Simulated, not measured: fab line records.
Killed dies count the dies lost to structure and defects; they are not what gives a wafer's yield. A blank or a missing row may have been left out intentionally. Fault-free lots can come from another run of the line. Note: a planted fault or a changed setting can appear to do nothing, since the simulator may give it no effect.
What tool caused it? -- flow nand-harc -- Sampling: 13 lots, 39 wafers, 6 of 1302 route steps

== WHAT THE GAUGES READ, wafer by wafer ==
NHARC_A_ZERO_WELL_INSPECT_17. Usual: 10 for raw-defect-count, sd 5.2.
lot,measured,on,raw-defect-count,flag
L541,day 7 00:27,defect-inspect-01,22 18 19,
L542,day 7 03:55,defect-inspect-01,6 10 13,
L543,day 7 11:46,defect-inspect-02,3 18 12,
L544,day 8 05:32,defect-inspect-01,4 1 10,
L546,day 9 00:21,defect-inspect-02,7 16 6,
L548,day 10 00:46,defect-inspect-02,16 13 9,
L550,day 10 13:58,defect-inspect-02,15 9 4,
L551,day 10 20:05,defect-inspect-01,1 5 4,
L558,day 14 01:36,defect-inspect-02,10 6 15,
L559,day 14 06:44,defect-inspect-01,25 13 13,
L560,day 14 22:02,defect-inspect-01,6 7 7,
L562,day 15 11:07,defect-inspect-01,8 7 10,
L564,day 16 07:13,defect-inspect-01,10 9 13,

NHARC_A_SOURCE_PLATE_THK_MEAS_06: measures by ellipsometry. Usual: 200.0 nm for thk-nm, sd 1.9.
lot,measured,on,thk-nm (nm),flag
L541,day 7 22:05,film-metro-02,199.7 198.0 199.8,
L542,day 7 22:05,film-metro-01,200.9 199.6 200.3,
L543,day 8 08:13,film-metro-02,200.6 201.5 202.5,
L544,day 9 02:27,film-metro-01,199.3 200.3 198.2,
L546,day 9 23:16,film-metro-01,197.0 201.0 199.2,
L548,day 11 00:41,film-metro-01,200.9 199.6 199.4,
L550,day 11 11:14,film-metro-02,197.3 200.6 198.1,
L551,day 11 16:35,film-metro-02,202.8 199.4 200.3,
L558,day 14 21:29,film-metro-01,199.5 198.5 200.3,
L559,day 15 08:00,film-metro-02,202.3 198.7 199.7,
L560,day 15 21:54,film-metro-01,198.9 198.9 197.4,
L562,day 16 10:05,film-metro-02,195.8 197.8 200.5,
L564,day 17 04:54,film-metro-02,198.3 198.8 197.9,

NHARC_A_ONON_D1_THK_MEAS_24: measures by ellipsometry. Usual: 997 nm for thk-nm, sd 10.
lot,measured,on,thk-nm (nm),flag
L541,day 8 10:16,film-metro-02,982 982 982,
L542,day 8 10:15,film-metro-01,1003 1001 1003,
L543,day 8 23:19,film-metro-02,998 999 1000,
L544,day 9 14:06,film-metro-01,1013 1012 1012,
L546,day 10 11:18,film-metro-01,995 998 995,
L548,day 11 12:35,film-metro-02,981 982 983,
L550,day 11 23:14,film-metro-02,1004 1003 1002,
L551,day 12 04:28,film-metro-01,1000 1000 999,
L558,day 15 12:36,film-metro-02,1000 1002 687,OFF
L559,day 15 23:51,film-metro-02,1009 690 690,OFF
L560,day 16 13:00,film-metro-01,998 995 997,
L562,day 16 22:35,film-metro-01,1013 1011 1011,
L564,day 17 16:46,film-metro-02,986 989 989,

NHARC_END_SORT_01. Usual: killed-at-array 53, standard deviation 21; killed-at-other 1.0, standard deviation 1.3; killed-at-periphery 3.8, standard deviation 2.4; killed-dies 58, standard deviation 21; killed-open 3.4, standard deviation 1.9; killed-short 2.4, standard deviation 1.5.
lot,measured,on,killed-at-array,killed-at-other,killed-at-periphery,killed-dies,killed-open,killed-short,flag
L558,day 31 23:31,prober-01,26 34 671,3 1 3,3 3 3,32 38 677,2 2 2,3 3 3,OFF
L559,day 32 07:25,prober-01,67 677 676,5 0 0,4 0 1,76 677 677,2 1 1,5 3 0,OFF

== EACH LOT AND THE TOOL THAT RAN IT (in order: tool; ch and the chambers of the sampled wafers; start) ==
lot,NHARC_A_ZERO_WELL_ETCH_13,NHARC_A_ONON_D1_DEP_22
L541,"rie-si-02 ch 0,1,3, day 6 23:20","pecvd-onon-04 ch 0, day 8 09:52"
L542,"rie-si-02 ch 0,1,2, day 7 02:48","pecvd-onon-02 ch 0, day 8 09:45"
L543,"rie-si-04 ch 0,2,3, day 7 10:09","pecvd-onon-04 ch 0, day 8 22:49"
L544,"rie-si-02 ch 0,2,3, day 8 04:25","pecvd-onon-02 ch 0, day 9 13:36"
L546,"rie-si-03 ch 1,3, day 8 23:16","pecvd-onon-02 ch 0, day 10 10:47"
L548,"rie-si-04 ch 0,1,3, day 9 23:41","pecvd-onon-02 ch 0, day 11 12:08"
L550,"rie-si-04 ch 2,3, day 10 12:52","pecvd-onon-01 ch 0, day 11 22:43"
L551,"rie-si-03 ch 0,1,3, day 10 18:59","pecvd-onon-04 ch 0, day 12 03:58"
L558,"rie-si-03 ch 1,3, day 14 00:22","pecvd-onon-02 ch 0, day 15 12:09"
L559,"rie-si-03 ch 1,2,3, day 14 05:37","pecvd-onon-02 ch 0, day 15 23:20"
L560,"rie-si-04 ch 0,2,3, day 14 20:55","pecvd-onon-01 ch 0, day 16 12:29"
L562,"rie-si-02 ch 1,2, day 15 10:01","pecvd-onon-04 ch 0, day 16 22:05"
L564,"rie-si-03 ch 0,1,2, day 16 05:56","pecvd-onon-04 ch 0, day 17 16:16"
- NHARC_A_ZERO_WELL_ETCH_13: etches the open film in HBr/Cl2, target depth 120 nm, time 40.1 s.
- NHARC_A_ONON_D1_DEP_22: target thk 1000 nm.

== WHAT THE TOOLS THEMSELVES READ (means of the sampled wafers that have a number; where no wafer has one, the mark that the record gives instead) ==
NHARC_A_ZERO_WELL_ETCH_13. Usual: bias-w 100.02 W, standard deviation 0.28; drypump-motor-current-A 5.6 A, standard deviation 0.45; oes-product-au 1.002 a.u., standard deviation 0.0075; rf-fwd-power-W 395.0 W, standard deviation 2.1; throttle-valve-pct 26.405 %, standard deviation 0.0089.
lot,tool,bias-w (W),drypump-motor-current-A (A),oes-product-au (a.u.),rf-fwd-power-W (W),throttle-valve-pct (%),flag
L541,rie-si-02,100.24,6.0,1.003,397.0,26.410,
L542,rie-si-02,100.10,5.7,1.006,395.2,26.416,
L543,rie-si-04,99.94,5.7,0.995,395.6,26.405,
L544,rie-si-02,99.80,5.6,1.000,396.1,26.406,
L546,rie-si-03,100.19,5.7,1.010,396.2,26.404,
L548,rie-si-04,99.91,5.8,1.001,394.2,26.418,
L550,rie-si-04,100.43,5.4,0.996,395.4,26.404,
L551,rie-si-03,100.31,5.4,1.004,394.9,26.401,
L558,rie-si-03,99.83,5.6,1.001,395.7,26.406,
L559,rie-si-03,99.97,5.4,1.005,394.7,26.400,
L560,rie-si-04,99.92,5.7,1.006,395.3,26.406,
L562,rie-si-02,100.10,5.7,0.997,394.6,26.401,
L564,rie-si-03,99.81,5.2,1.011,394.1,26.403,

== THE ANSWER, worked out from the rows above alone ==
Rule: take the mean of a lot's wafers that have a number; if it is more than 3 standard deviations from the usual mean, the lot is off. A lot without any number at a reading at which 4 lots or more have one is off too. All remaining lots with rows at the step are treated as sound. The gauges are gone through in route order, then the tools' own readings, and for those a lot's mean is taken as printed above. The first step at which some lot is off is used, and at that step the reading that is off furthest; a lot without a number counts as furthest.
Off: L558, L559, at NHARC_A_ONON_D1_THK_MEAS_24 (thk-nm).
A tool fits if, at a process step before that reading, it ran every lot that is off, and no sound lot after the first of them. The gauges at NHARC_A_ONON_D1_THK_MEAS_24 aren't tried: what is off there is off at NHARC_END_SORT_01 too, on other tools, and a gauge's error can't cause that. One candidate fits, namely pecvd-onon-02 at NHARC_A_ONON_D1_DEP_22. Its last sound lot is L548 (day 11 12:08), its first lot that is off L558 (day 15 12:09): a fault that began between those two fits.

== WHAT THE SIMULATOR HAD PUT IN ==
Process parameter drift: pecvd-onon-02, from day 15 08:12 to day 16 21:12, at NHARC_A_ONON_D1_DEP_22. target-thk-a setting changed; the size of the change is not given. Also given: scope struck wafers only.
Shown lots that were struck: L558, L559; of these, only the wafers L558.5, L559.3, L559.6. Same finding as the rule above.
